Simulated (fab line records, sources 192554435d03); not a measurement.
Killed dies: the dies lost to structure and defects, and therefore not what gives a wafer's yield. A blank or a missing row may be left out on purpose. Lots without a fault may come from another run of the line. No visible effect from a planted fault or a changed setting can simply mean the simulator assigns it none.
fab line records -- flow n5_finfet
[record] lots = 3, wafers = 8, last_day = 17
route steps=1938 shown BEOL_M4@1099 BEOL_M5@1112 BEOL_M6@1212 PASSIVATION@1936
lots with no fault: from the same line, run without faults
start_h: hours from the record's first day to the start of the lot's first wafer shown -- wait_h: time in hours since the lot's previous step -- " same as the row above -- L1.1+2: a row that stands for several wafers -- - value missing, or start not given -- * or withheld: withheld -- < > ~ a bound
route shown NAME@n: names a module that has steps shown in the file, with the first one's number in the route -- usual: mean and standard deviation over wafers with no fault -- same: alike in all rows -- chamber/n: place in a boat -- sites: the reading at each site -- _std_site: standard deviation of those values -- _edge_site: the outer-site mean with the inner-site mean subtracted -- radius_mm: for every site, how far away it sits from the centre of the wafer -- mask NAME#n: copy n -- behind: tool/chamber where the wafer was last shaped -- hold: cause of the lot's hold/its duration in hours/its outcome -- device: which transistor (n, p or np) failed to switch -- end of line: tests run on the same wafers once the route is complete -- for a step that has no rows: nothing shown but its recipe -- killed: dies that structure and defects cost at the first sort, which is not the same as the wafer's yield -- map: a wafer's dies, marking killed ones x, the rest . and places with no die _
set.NAME: the setting as run; set.NAME@STEP: as run at that earlier step -- model.NAME: the simulator's own value behind a step, which no gauge read
lots at some steps of the route; a table a step, a row a wafer
services: from which hour (start_h, from the record's first day; less than 0 if before it) a tool's chamber was out of use, for how many hours, and why
[[steps]]
[step N5_BEOL_M4_ANNEAL_95]
[recipe] temp_c = 400, time_s = 240, ambient = vacuum
[step N5_BEOL_M4_SPUTTER_96]
[recipe] material = Cu, target_thk_a = 45, temp_c = -20, chamber_pressure_pa = 0.07, power_w = withheld, time_s = 8.29
[step N5_BEOL_M4_ECD_50]
[recipe] material = Cu, target_thk_a = 3000
[step N5_BEOL_M4_ANNEAL_51]
[recipe] temp_c = 225, time_s = 90, ambient = N2
[step N5_BEOL_M4_CMP_52]
[recipe] stop_on = SiOC, t_overpolish_s = 6.8, down_force_psi = 1, platen_rpm = 50, clearing_platen_down_force_psi = 1.5, clearing_platen_rpm = 50, post_cmp_clean = cu_alkaline, target_thk_nm = 40, clearing_platen_pad_velocity_m_s = 0.99484, pad_velocity_m_s = 0.99484
[step N5_BEOL_M4_PRE_CLEAN_60]
[recipe] gas = NH3/H2, time_s = 15, temp_c = *, rf_power_w = 300
[step N5_BEOL_M4_CO_CAP_55]
[recipe] material = Co, target_thk_a = 20, temp_c = 200, precursor = CCTBA/H2, pressure_torr = 30, time_s = 102.1
[step N5_BEOL_M4_PRE_CLEAN_56]
[recipe] gas = NH3, time_s = 15, temp_c = withheld, rf_power_w = 300
[step N5_BEOL_M4_DEP_57]
[recipe] material = SiCN, target_thk_a = 80, temp_c = withheld, precursor = 3MS/NH3, pressure_torr = 3, rf_w = 202, time_s = 14
[step N5_BEOL_M4_RC_MEAS_101]
[usual] DIBL_N = 35.9/1.9, DIBL_P = 35.8/2.4, IOFF_N = 0.15/0.031, IOFF_P = 0.21/0.037, ION_N = 672/13, ION_P = 462/8.3, SS_N = 71.5/0.72, SS_P = 73.2/0.67, VT_N = 250/3.4, VT_P = -250/3.4
lot.wafer,tool,chamber,start_h,wait_h,DIBL_N[mV/V],DIBL_P[mV/V],IOFF_N[nA/um],IOFF_P[nA/um],ION_N[uA/um],ION_P[uA/um],SS_N[mV/dec],SS_P[mV/dec],VT_N[mV],VT_P[mV]
L242.1,prober-02,0,197.08,0.0,33.9,32.5,0.12,0.15,666,453,70.6,72.3,252,-255
L242.3,prober-02,0,197.08,0.0,37.1,36.9,0.16,0.22,669,461,71.3,73.2,249,-252
L242.4,prober-02,0,197.08,0.0,36.4,35.9,0.15,0.21,678,462,71.4,73.0,249,-250
L259.2,prober-01,0,295.96,0.2,35.3,34.8,0.16,0.20,683,466,70.5,72.8,247,-248
L259.3,prober-01,0,295.96,0.2,32.0,31.7,0.10,0.16,664,462,69.9,71.9,256,-253
L259.5,prober-01,0,295.96,0.2,33.2,32.1,0.12,0.17,672,469,69.5,72.0,253,-249
L261.2,prober-01,0,310.18,0.2,36.0,36.0,0.15,0.20,682,470,71.4,74.1,248,-252
L261.4,prober-01,0,310.18,0.2,35.6,35.8,0.14,0.19,671,460,71.7,73.4,251,-253
[step N5_BEOL_M5_ILD_DEP_00]
[recipe] material = SiCOH_lowk, target_thk_a = 1406.4, temp_c = 300, precursor = DEMS/porogen, pressure_torr = 5, rf_w = 500, time_s = 25.9
[step N5_BEOL_M5_CURE_79]
[recipe] temp_c = 385, time_s = 240, ambient = He/Ar, material = SiCOH_lowk
[step N5_BEOL_M5_PECVD_70]
[recipe] material = SiO2, target_thk_a = 160, temp_c = 400, precursor = TEOS/O2, pressure_torr = 5.5, rf_w = 450, teos_flow_sccm = 53.8, gas = O2, flow_sccm = 3000, time_s = 18
[step N5_BEOL_M5_HM_DEP_02]
[recipe] material = TiN, target_thk_a = 200, temp_c = 25, chamber_pressure_pa = 0.49996
[step N5_BEOL_M5_COAT_59]
[recipe] resist = SOC, temp_c = 250, time_s = 60, spin_rpm = 1500, resist_thk_nm = 60
[step N5_BEOL_M5_COAT_60]
[recipe] resist = SiARC, temp_c = 220, time_s = 60, spin_rpm = 1500, resist_thk_nm = 12
[step N5_BEOL_M5_COAT_71]
[recipe] resist = underlayer, temp_c = 205, time_s = 60, spin_rpm = 1500, resist_thk_nm = 5
[step N5_BEOL_M5_COAT_05]
[recipe] resist = CAR-EUV, spin_rpm = 1500, resist_thk_nm = 30
[step N5_BEOL_M5_EBR_07]
[recipe] solvent = PGMEA, ebr_width_mm = 1.5
[step N5_BEOL_M5_SOFTBAKE_06]
[recipe] temp_c = 110, time_s = 60, resist = CAR-EUV
[step N5_BEOL_M5_EXPOSE_08]
[recipe] mask_id = M5, na = 0.33, source_shape = annular, sigma_inner = 0.4, sigma_outer = 0.8, polarization = unpolarized, target_cd_nm = 28, dose_mj = 35.75
[step N5_BEOL_M5_PEB_09]
[recipe] peb_temp_c = 100, peb_time_s = 60, resist = CAR-EUV
[step N5_BEOL_M5_DEVELOP_10]
[recipe] develop_time_s = 30, developer = TMAH, resist = CAR-EUV, rinse_liquid = surfactant_rinse, dry = air_spin, dev_temp_c = 23
[step N5_BEOL_M5_DESCUM_16]
[recipe] chemistry = O2, time_s = 7, source_power_w = 50, bias_power_w = 20, pressure_mtorr = 20, rf_frequency_hz = 2.712e+07, temp_c = 40, resist = CAR-EUV, o2_flow_sccm = 225
[step N5_BEOL_M5_ETCH_72]
[recipe] chemistry = N2/H2, target = underlayer, target_depth_a = 65, mask_material = CAR-EUV, time_s = 5.2, ion_energy_ev = 200, pressure_mtorr = 30, source_w = 840, bias_w = 150, n2_flow_sccm = 200, h2_flow_sccm = 200, ends = cleared
[step N5_BEOL_M5_ETCH_61]
[recipe] chemistry = CF4, target = SiARC, target_depth_a = 156, mask_material = CAR-EUV, time_s = 26, ion_energy_ev = 80, pressure_mtorr = 40, source_w = 545, bias_w = 36, Ar_flow_sccm = 100, cf4_flow_sccm = 100, ends = cleared
[step N5_BEOL_M5_ETCH_62]
[recipe] chemistry = N2/H2, target = SOC, target_depth_a = 750, overetch_a = 150, mask_material = SiARC, temp_c = 40, time_s = 112.5, ion_energy_ev = 200, pressure_mtorr = 30, source_w = 840, bias_w = 150, n2_flow_sccm = 200, h2_flow_sccm = 200
[step N5_BEOL_M5_STRIP_63]
[recipe] chemistry = N2/H2, temp_c = 40, n2_flow_sccm = 200, h2_flow_sccm = 200, rf_frequency_hz = 6e+07
[step N5_BEOL_M5_STRIP_73]
[recipe] chemistry = N2/H2, temp_c = 40, n2_flow_sccm = 200, h2_flow_sccm = 200, rf_frequency_hz = 6e+07
[step N5_BEOL_M5_STRIP_64]
[recipe] chemistry = CF4, resist = SiARC, power_w = 300, bias_power_w = 75, pressure_mtorr = 50, cf4_flow_sccm = 150, rf_frequency_hz = 6e+07
[step N5_BEOL_M5_HM_OPEN_17]
[recipe] chemistry = Cl2/BCl3, target_depth_a = 200, overetch_a = 60, target = TiN, mask_material = SOC, ion_energy_ev = 150, pressure_mtorr = 10, icp_w = 1000, bias_w = 126, Cl2_flow_sccm = 53.25, bcl3_flow_sccm = 21.75, Ar_flow_sccm = 25
[step N5_BEOL_M5_STRIP_19]
[recipe] chemistry = O2, power_w = 400, temp_c = 40, pressure_mtorr = 30, rf_frequency_hz = 6e+07, bias_power_w = 0, overash_fraction = 0.2, o2_flow_sccm = 225
[step N5_BEOL_M5_COAT_65]
[recipe] resist = SOC, temp_c = 250, time_s = 60, spin_rpm = 1500, resist_thk_nm = 60
[step N5_BEOL_M5_COAT_66]
[recipe] resist = SiARC, temp_c = 220, time_s = 60, spin_rpm = 1500, resist_thk_nm = 12
[step N5_BEOL_M6_ETCH_62]
[recipe] chemistry = N2/H2, target = SOC, target_depth_a = 1100, overetch_a = 220, mask_material = SiARC, temp_c = 40, time_s = 165, ion_energy_ev = 200, pressure_mtorr = 30, source_w = 840, bias_w = 150, n2_flow_sccm = 200, h2_flow_sccm = 200
[usual] drypump_motor_current_A = 5.6/0.55, oes_product_au = 0.65/0.06, rf_fwd_power_W = 837.3/2.7, rf_vpp_V = 523.3/2.6, showerhead_plenum_p_Torr = 2.52/0.092, throttle_valve_pct = 17.95/0.2
lot.wafer,tool,chamber,start_h,wait_h,drypump_motor_current_A,oes_product_au,rf_fwd_power_W,rf_hours_counter_h,rf_vpp_V,showerhead_plenum_p_Torr,throttle_valve_pct,model.SiARC_of_BEOL_M6_COAT_60.thk_nm,model.BEOL_M6.cd_offset_nm
L242.1,rie_diel-05,0,211.72,0.0,5.7,0.62,838.0,193,523.4,2.53,18.25,28.2,-1
L242.3,rie_diel-05,2,211.72,0.0,6.5,0.66,833.7,139,525.0,2.55,17.80,27.8,-1.4
L242.4,rie_diel-05,3,211.72,0.0,5.4,0.63,842.0,177,523.2,2.51,17.68,27.6,-0.2
L259.2,rie_diel-04,2,309.62,0.0,4.9,0.58,841.3,250,527.2,2.61,17.92,28.6,-0.4
L259.3,rie_diel-04,3,309.62,0.0,4.9,0.59,835.6,203,520.0,2.42,18.18,28.2,-0.4
L259.5,rie_diel-04,2,309.62,0.0,4.9,0.59,838.7,-,525.9,2.61,17.95,28.6,-0.4
L261.2,rie_diel-05,0,325.28,0.0,5.7,0.69,-,236,523.8,2.51,18.34,30,-2
L261.4,rie_diel-05,2,325.28,0.0,6.5,0.75,-,186,522.6,2.53,17.88,29.6,-1.4
[step N5_BEOL_M6_OCD_MEAS_38]
[usual] trench_depth_nm = 94.6/2
lot.wafer,tool,chamber,start_h,wait_h,trench_depth_nm
L242.1,ocd-01,-,216.24,-,91.8
L242.3,ocd-01,-,216.24,-,94.7
L242.4,ocd-01,-,216.24,-,94.9
L259.2,ocd-02,-,311.73,-,94.2
L259.3,ocd-02,-,311.73,-,96.2
L259.5,ocd-02,-,311.73,-,94.9
L261.2,ocd-01,-,327.18,-,21.1
L261.4,ocd-01,-,327.18,-,68.8
[step N5_PASSIVATION_PROBE_49]
[usual] defect_limited_yield = 91.6/1.2, killed_at_M0_to_M3 = 33/9.4, killed_at_M4_up = 13/5.2, killed_at_contacts = 13/5.6, killed_at_front_end = 37/9.5, killed_at_other = 4/3.1, killed_dies = 99/15, killed_on_rim = 13/3.6, killed_open = 65/11, killed_short = 32/7.5, sort_bin_5_function = 4.9/0.77, sort_bin_6_memory = 3.1/0.65, sort_n_pass = 1081/15, sort_yield_pct = 91.6/1.2
[same] gross_dies = 1180, killed_at_back_side = 0, sort_bin_4_leakage[%] = 0, sort_bin_8_speed[%] = 0
lot.wafer,tool,chamber,start_h,wait_h,defect_limited_yield[%],killed_at_M0_to_M3,killed_at_M4_up,killed_at_contacts,killed_at_front_end,killed_at_other,killed_dies,killed_on_rim,killed_open,killed_short,sort_bin_5_function[%],sort_bin_6_memory[%],sort_n_pass,sort_yield_pct[%]
L242.1,prober-02,-,317.59,0.0,92.0,33,8,13,35,5,94,12,62,32,5.2,2.1,1086,92.0
L242.3,prober-02,-,317.69,0.1,90.1,26,20,14,53,4,117,16,83,34,6.0,3.6,1063,90.1
L242.4,prober-02,-,317.74,0.2,91.9,21,13,12,42,8,96,10,72,23,5.5,2.5,1084,91.9
L259.2,prober-01,-,389.81,0.1,93.0,32,15,10,25,1,83,13,52,29,4.7,2.1,1097,93.0
L259.3,prober-01,-,389.86,0.1,91.7,46,9,19,24,0,98,17,62,34,5.0,3.0,1082,91.7
L259.5,prober-01,-,389.96,0.2,93.1,32,12,7,30,0,81,15,50,30,4.1,2.7,1099,93.1
L261.2,prober-01,-,408.89,0.1,25.5,25,801,7,40,6,879,100,71,21,70.8,3.6,301,25.5
L261.4,prober-01,-,408.99,0.2,58.6,32,392,12,45,7,488,36,58,43,38.3,2.7,692,58.6
// killed by level:class
L242.1 MOL_CONTACT_COAG:geometric_particle:open=11 BEOL_M1:geometric_particle:open=11 STI_FIN_REVEAL:geometric_particle:open=8 FIN_SAQP:geometric_particle:open=6 BEOL_M1:geometric_particle:short=6 FIN_SAQP:geometric_particle:short=5 GATE_CUT:geometric_particle:short=5 BEOL_M0:geometric_particle:open=4
L242.3 STI_FIN_REVEAL:geometric_particle:open=19 MOL_CONTACT_COAG:geometric_particle:open=12 FIN_SAQP:geometric_particle:open=8 FIN_SAQP:geometric_particle:short=7 BEOL_M4:geometric_particle:open=7 BEOL_M6:geometric_particle:open=6 BEOL_M1:geometric_particle:open=5 BEOL_M3:geometric_particle:open=5
L242.4 STI_FIN_REVEAL:geometric_particle:open=14 MOL_CONTACT_COAG:geometric_particle:open=10 FIN_SAQP:geometric_particle:open=6 FIN_SAQP:geometric_particle:short=6 BEOL_M3:geometric_particle:open=6 BEOL_M4:geometric_particle:open=6 PASS1_CAP:geometric_particle:open=6 STI_FIN_REVEAL:geometric_particle:short=4
L259.2 BEOL_M3:geometric_particle:open=12 MOL_CONTACT_COAG:geometric_particle:open=7 BEOL_M0_SAQP:geometric_particle:short=7 BEOL_M4:geometric_particle:open=7 STARTING-WAFER:geometric_particle:short=6 BEOL_M1:geometric_particle:open=5 STARTING-WAFER:geometric_particle:open=5 FIN_SAQP:geometric_particle:short=4
L259.3 MOL_CONTACT_COAG:geometric_particle:open=17 BEOL_M3:geometric_particle:open=13 BEOL_M1:geometric_particle:open=6 BEOL_M2:geometric_particle:open=6 BEOL_M3:geometric_particle:short=6 DUMMY_GATE:geometric_particle:open=5 GATE_CUT:geometric_particle:short=5 BEOL_M1:geometric_particle:short=5
L259.5 BEOL_M3:geometric_particle:open=13 STARTING-WAFER:geometric_particle:short=6 FIN_SAQP:geometric_particle:open=5 FIN_SAQP:geometric_particle:short=5 MOL_CONTACT_COAG:geometric_particle:open=5 BEOL_M4:geometric_particle:open=5 BEOL_M0_SAQP:geometric_particle:short=4 BEOL_M1:geometric_particle:open=4
L261.2 BEOL_M6:area_etch=787 FIN_SAQP:geometric_particle:open=13 BEOL_M2:geometric_particle:open=9 BEOL_M0_SAQP:geometric_particle:open=9 FIN_SAQP:geometric_particle:short=7 BEOL_M4:geometric_particle:open=7 MOL_CONTACT_COAG:geometric_particle:open=6 STI_FIN_REVEAL:geometric_particle:open=5
L261.4 BEOL_M6:area_etch=387 STI_FIN_REVEAL:geometric_particle:open=11 BEOL_M3:geometric_particle:open=9 BEOL_M0_SAQP:geometric_particle:short=8 MOL_CONTACT_COAG:geometric_particle:open=7 FIN_SAQP:geometric_particle:short=6 FIN_SAQP:geometric_particle:open=6 BEOL_M2:geometric_particle:open=6
// map L261.2 (x killed, . not)
_________________xxxxxxx.x.xx________________
______________xxxxxxxxxxxxxxxxxx_____________
___________xxxxxxxxxxxxxxxx.xxxx...__________
__________xxxxxxxxxxxxxxxxxxxxxx.x.._________
________xx.xxxxxxxxxxxxxxxxxxx.xx....._______
_______xxxxxxxxxxxxx.xxxxx..xx....x..x.______
______.xxxxxxxxx.x..xxxxxxxxxx..x......._____
_____.x.xxxxx..x.xxx.xx..x...x...x.......____
____...x.xx.xxx.xxxxx.x.xx..xx............___
___.xx..xxx.x.xxx.xx...x..........x........__
___....xxxxx.x...xxx.xxxx.x.....x........xx__
__..x.xx.x.xxxxxx...x..xx.x..............xxx_
__.....x.xxxxxxx.xxxxxx...xx.xx.xx...x..x.x._
_.x....x..xxxxxxxxxx.xxx.x..x........x..x.x..
_.......x...x.xxxxxxxxxxxxx.xxx.x.xx....xx.xx
_x.....x.xx.xxxxxxx.xxxxxxxxxxx..xxx.x.xxxx.x
_........x.xxxxxxxxxxxxxxxxxxxx.xxxx..x.xxxx.
_..xx....xxxxxxxxxxxxxxxxxxxxxxxxxxxxxx.xxx..
_...x...xxxxxxxxxxxxxxxxxxxxxxxxxx.x...xxxxx.
_.xx.xxxxxxxxxxxxxx.xxxxxxxxxxxxxx.xxxx..xxx.
_xxxxxxxxxxxxxxxxx.xxxxxxxxxxxxxxxxxxxxxx.xxx
__xx.xxxxxxxxxxxxxxxxxxxxxxxxxxxxxxxxxxxxxx._
__xxxxxxxxxxxxxxxx.xxxxxxxxxxxxxxxxxxxxxxxxx_
___xxxxxxxxxxxxxx.xxxxxxxxxxxxxxxxxxxx.xxxx__
___xx.xxxxxxxxxxxxxxxxxxxxxxxxxxxx.xxxxxx.x__
____xxxxxxxxxxxxxxxxxxxxxxxxxxxxxxxxxxxxxx___
_____xxxxxxxxxxxxxxxxxxx.xxxxxxxxxxxxxxxx____
______xxxxxxxxxxxxxxxxxxxxxxxxxxxxxxxxxx_____
_______xxxxxxxxxxxxxxxxxxxxx.xx.xxxxxxx______
________xxxxxxxxxxxxxxxxx.xx.xxxxxxxxx_______
__________xxxxxxxxxxxxxxxxxxxxxx.x.x_________
___________xxxxxxxxxxxxxxxx...xx.xx__________
______________xxxxxxxxx.xxxx..x._____________
_________________xxxx.xxxx.x.________________
// map L242.3 (x killed, . not)
_________________.......xx...________________
______________.................._____________
___________.x...x.x............x..x__________
__________..x.......x......x...x...._________
________...........x.....x......x....._______
_______x.xx.xx...x....x................______
______..x............................x.._____
_____.........x........x............x....____
____.............xxx..x...................___
___........................................__
___....xxx......x.x.....xx...........x.....__
__........x.....x.......x....x.x............_
__......x........x....x....x................_
_....................x......xx..........x....
_x...........x........x.........x............
_......x...........x.........................
_.......xx.....x........................x....
_..xx...............x........x...............
_......x............x..............x.x.....xx
_xx......xx..............x.......x......x....
_.........x.....x...x..............x.........
__..........xx........x...........x........._
__.........x...........x.............x......_
___........................................__
___...x....................................__
____.x...x.x.....x...x......x.x......x....___
_____..xx.......................x........____
______...............x......x..........._____
_______.xx.....x.............x.......x.______
________.x..............x....x........_______
__________........................x._________
___________........................__________
______________...x.x...x...x.x.._____________
_________________............________________
[[services]]
tool,chamber,start_h,hours,kind
rie_diel-04,3,191.39,5.6,repair
rie_diel-05,-,219.24,0.6,repair
rie_diel-05,1,249.20,16.5,repair
rie_diel-04,3,277.18,5.2,repair
rie_diel-04,2,310.68,-,clean
rie_diel-04,2,310.68,-,consumable_replace:focus_ring
rie_diel-04,2,310.68,15.0,scheduled_down
rie_diel-04,2,310.68,15.0,vent_cycle
[[key]]
[first_sign] step = N5_BEOL_M6_OCD_MEAS_38, reading = trench_depth_nm, direction = down, sigmas = 25, usual = 94.6, struck = 45.0
[effect] step = N5_PASSIVATION_PROBE_49, reading = killed_at_M4_up, direction = up, sigmas = 99+, usual = 13, struck = 596
[model_effect] step = N5_BEOL_M6_ETCH_62, value = SiARC_of_BEOL_M6_COAT_60.thk_nm, without = 28, struck = 29.8
[more_kills_born_at] N5_BEOL_M6_ETCH_62@rie_diel-05 = 1174
met_at N5_BEOL_M6_ETCH_62
struck_wafers L261.2,L261.4
later_rows_left_out L261.2
onset_between 211.72 325.28
also_fits time
[fault] kind = process_parameter_drift, tool = rie_diel-05, chamber = -, onset_h = 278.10, steps = N5_BEOL_M6_ETCH_62, channel = time_s, offset = *, shape = step, end_h = 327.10, scope = struck_wafers_only, acts_in = *, stated = *
// later_rows_left_out: the simulator's readings of these wafers behind a module that went badly wrong aren't trusted and aren't shown, but for the sort
